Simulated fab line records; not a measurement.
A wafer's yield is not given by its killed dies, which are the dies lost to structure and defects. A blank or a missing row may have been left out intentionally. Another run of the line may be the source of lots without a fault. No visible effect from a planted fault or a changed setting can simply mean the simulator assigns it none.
A lot that was struck, set against a sound lot / flow n5-finfet / 24 steps out of a route of 1938
Sound: the wafers L487.1, L487.2, L487.6. Struck: wafers L478.2, L478.5, L478.6. Last of all comes the cause.
Each step with rows lists, per side, the tool, then ch with its chambers, then its first start. Under that, the readings that differ: sound wafers / struck wafers / difference of the means / sigmas: that difference in standard deviations of wafers without a fault.
alike: readings with means less than 2 such deviations apart, plus words and numbers identical on both sides. not compared: withheld readings, readings lacking a value on some wafer, bounds such as >300 that could conceal the same value, and numbers that have no deviation in the record and whose values overlap.
Wherever a step has rows on one side only, a row that says differs or no value, or a row with sigmas, the two part there. Non-overlapping numbers with no deviation appear without sigmas and do not part them. A reading that every wafer of one side lacks parts them only if that side has two wafers or more.

first, 11 steps without rows for these wafers: N5_GATE_CUT_VAPOR_ETCH_60 (etches HfO2 in BCl3/Cl2); N5_GATE_CUT_ETCH_58 (etches SiNx in CH3F/O2, target depth 17 nm, time 128.6 s); N5_GATE_CUT_STRIP_59 (strips in N2/H2, time 20 s); N5_GATE_CUT_PRECLEAN_31 (cleans in DIW, time 300 s); N5_GATE_CUT_SRD_32 (time 30 s); N5_GATE_CUT_SAC_CAP_01 (material SiNx, target thk 24 nm, pulse time 1 s, ald cycles 480); N5_GATE_CUT_PECVD_57 (deposits SiNx from SiH4/NH3/N2, target thk 21 nm); N5_GATE_CUT_CMP_02 (polishes, stops on SiO2, t overpolish 12.7 s, target thk 0 nm); N5_GATE_CUT_HM_DEP_46 (deposits SiO2 from TEOS/O2, target thk 130 nm, time 26.6 s); N5_GATE_CUT_COAT_34 (time 60 s, resist thk 60 nm); N5_GATE_CUT_COAT_35 (time 60 s, resist thk 10 nm).
N5_GATE_CUT_COAT_27: time 60 s, resist thk 10 nm.
  sound on litho-track-01 ch 0, day 10 05:53; struck on litho-track-05 ch 0, day 8 02:22
reading=spin-speed-rpm (rpm); sound=1500.3 1498.0 1500.0; struck=1584.4 1585.6 1583.2; difference=+85.0; sigmas=+97
reading=model.underlayer_of_GATE_CUT_COAT_27.thk-nm (nm); sound=10 10 10; struck=9.8 9.8 9.8; difference=-0.2; sigmas=
  alike: exhaust-pa
then, 7 steps without rows for these wafers: N5_GATE_CUT_COAT_07 (resist thk 30 nm); N5_GATE_CUT_EBR_09; N5_GATE_CUT_SOFTBAKE_08 (time 60 s); N5_GATE_CUT_EXPOSE_10 (exposes mask GATE CUT, target cd 20 nm); N5_GATE_CUT_PEB_11 (peb time 60 s); N5_GATE_CUT_DEVELOP_12 (develop time 30 s); N5_GATE_CUT_DESCUM_18 (chemistry O2, time 7 s).
N5_GATE_CUT_ETCH_28: etches underlayer in N2/H2, target depth 13 nm, time 10.4 s.
  sound on rie-diel-02 ch 2,3, day 10 06:19; struck on rie-diel-02 ch 0,1,2, day 8 02:47
reading=etch-rf-on-time-s (s); sound=10.43 10.54 10.40; struck=9.92 10.04 9.93; difference=-0.49; sigmas=-4
reading=model.CAR-EUV_of_GATE_CUT_COAT_07.thk-nm (nm); sound=14.4 14.8 14.6; struck=15 15.2 15.2; difference=+1; sigmas=
reading=model.etch.depth-nm (nm); sound=10.06 10.05 10.02; struck=9.713 9.713 9.71; difference=-0.331; sigmas=
  alike: drypump-motor-current-A, oes-product-au, rf-vpp-V, showerhead-plenum-p-Torr, throttle-valve-pct
  not compared: rf-hours-counter-h
N5_GATE_CUT_ETCH_36: etches SiARC in CF4, target depth 13 nm, time 21.7 s.
  sound on rie-diel-02 ch 2,3, day 10 06:20; struck on rie-diel-02 ch 0,1,2, day 8 02:48
  alike: drypump-motor-current-A, etch-rf-on-time-s, oes-product-au, rf-vpp-V, showerhead-plenum-p-Torr, throttle-valve-pct
  not compared: rf-hours-counter-h, model.CAR-EUV_of_GATE_CUT_COAT_07.thk-nm
then, 1 step without rows for these wafers: N5_GATE_CUT_ETCH_37 (etches SOC in N2/H2, target depth 60 nm, overetch 12 nm, time 90 s).
-- record jumps: 3 days separate the struck wafers' starts on either side; left off in module GATE_CUT, taken up again in module BEOL_M4, whose first shown step is the route's number 1111 --
N5_BEOL_M4_RC_MEAS_101:
  sound on prober-02 ch 0, day 13 20:15; struck on prober-02 ch 0, day 11 04:39
  alike: DIBL_N, DIBL_P, IOFF_N, IOFF_P, ION_N, ION_P, SS_N, SS_P, VT_N, VT_P
-- the record jumps here: 4 days lie between the struck wafers' starts before and after (it left off in module BEOL_M4 and takes up again in module PASSIVATION, whose first step shown is number 1936 of the route) --
N5_PASSIVATION_PROBE_49:
  the record has rows for the struck wafers here (prober-01, day 15 10:43) and none for the sound ones

== WHERE THEY PART ==
Earliest at N5_GATE_CUT_COAT_27; latest, in this record, at N5_PASSIVATION_PROBE_49.

WHY: what had been put in by the simulator
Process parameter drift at N5_GATE_CUT_COAT_27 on litho-track-05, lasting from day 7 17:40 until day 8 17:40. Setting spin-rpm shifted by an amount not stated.
